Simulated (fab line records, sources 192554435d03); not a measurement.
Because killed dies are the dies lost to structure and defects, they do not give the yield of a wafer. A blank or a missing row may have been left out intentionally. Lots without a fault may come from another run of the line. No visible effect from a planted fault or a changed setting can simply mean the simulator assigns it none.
3 desks looking at one fault -- flow n5_finfet -- every desk sees just its own numbers, and what lay behind them comes last

THE DEFECT DESK
For each lot, the counts of the inspections along the route, averaged over the sampled wafers that have a number. A lot is out of limits, marked OUT, if its mean lies more than 4 standard deviations from the usual mean; the brackets give that distance.
Columns: A = raw_defect_count at N5_BEOL_M3_INSPECT_59, usual 70
lot,first seen here,A
L414,day 9 09:08,77
L415,day 9 12:20,100
L428,day 13 06:08,79
L430,day 13 12:54,68
L429,day 13 19:09,68
L431,day 14 11:08,67
This desk's finding: nothing out of limits on any of the 6 lots.

THE TOOL OWNER'S DESK: pecvd-01
The tool's own readings at N5_BEOL_M4_ILD_DEP_00 (deposits SiOC from DEMS/O2, target thk 79 nm, time 15.3 s): means of the sampled wafers that have a number, for each lot that ran on this tool. A lot is out of limits, marked OUT, if its mean lies more than 4 standard deviations from the usual mean; the brackets give that distance.
Columns: A = heater_power_w at N5_BEOL_M4_ILD_DEP_00, usual 522 W; B = showerhead_plenum_p_Torr at N5_BEOL_M4_ILD_DEP_00, usual 5.691 Torr; C = susceptor_temp_C at N5_BEOL_M4_ILD_DEP_00, usual 349.99 C; D = throttle_valve_pct at N5_BEOL_M4_ILD_DEP_00, usual 11.8 %
lot,first seen here,A,B,C,D
L428,day 13 06:10,470,5.696,350.15,12.3
L430,day 13 12:56,462,5.673,345.71 (-23) OUT,12.1
L429,day 13 19:11,390,5.699,346.01 (-21) OUT,12.7
This desk's finding: out of limits on L429, L430; first on L430, day 13 12:56 (susceptor_temp_C at N5_BEOL_M4_ILD_DEP_00). L428: within limits.

METROLOGY DESK
What the gauges read, lot by lot, whatever tool the lot ran on: means of the sampled wafers that have a number. A lot is out of limits, marked OUT, if its mean lies more than 4 standard deviations from the usual mean; the brackets give that distance. Readings shown: 7 of its 13, picked as those furthest out on some lot.
Columns: A = M3_THK at N5_BEOL_M3_THK_MEAS_53, usual 39.7 nm; B = M3_RS at N5_BEOL_M3_RS_MEAS_58, usual 0.69 ohm/sq; C = M4_ILD_THK at N5_BEOL_M4_THK_MEAS_01, usual 78.9 nm; D = DIBL_N at N5_BEOL_M4_RC_MEAS_101, usual 36.5 mV/V; E = IOFF_P at N5_BEOL_M4_RC_MEAS_101, usual 0.22 nA/um; F = ION_P at N5_BEOL_M4_RC_MEAS_101, usual 461 uA/um; G = VT_P at N5_BEOL_M4_RC_MEAS_101, usual -250 mV
lot,first seen here,A,B,C,D,E,F,G
L414,day 9 08:50,38.4,0.71,78.8,33.9,0.18,449,-254
L415,day 9 12:03,36.9,0.75,79.8,36.9,0.25,458,-247
L428,day 13 05:40,43.0,0.61,79.1,37.1,0.28,476,-242
L430,day 13 12:33,38.6,0.71,81.0,37.7,0.24,466,-249
L429,day 13 18:52,40.1,0.68,80.5,38.7,0.21,452,-251
L431,day 14 10:52,37.0,0.76,76.8,37.2,0.23,463,-248
This desk's finding: nothing out of limits on any of the 6 lots.

ALL TOGETHER
At day 13 12:56, on L429, L430, the tool owner's desk was in a position to raise an alarm.
Nothing out of limits was seen by the defect desk.
Metrology desk: nothing out of limits seen.
The defect desk has L429, L430 on record, within its limits.
The metrology desk holds a record of L429, L430, inside its limits.
All the named lots went through N5_BEOL_M4_ILD_DEP_00 on pecvd-01.

WHAT HAD BEEN PUT IN BY THE SIMULATOR
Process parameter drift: pecvd-01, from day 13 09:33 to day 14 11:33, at N5_BEOL_M4_ILD_DEP_00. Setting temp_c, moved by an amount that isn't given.
Shown lots that were struck: L429, L430.
How many hours passed from the start of the fault until each desk's first out-of-limits reading: the tool owner's desk, 3.
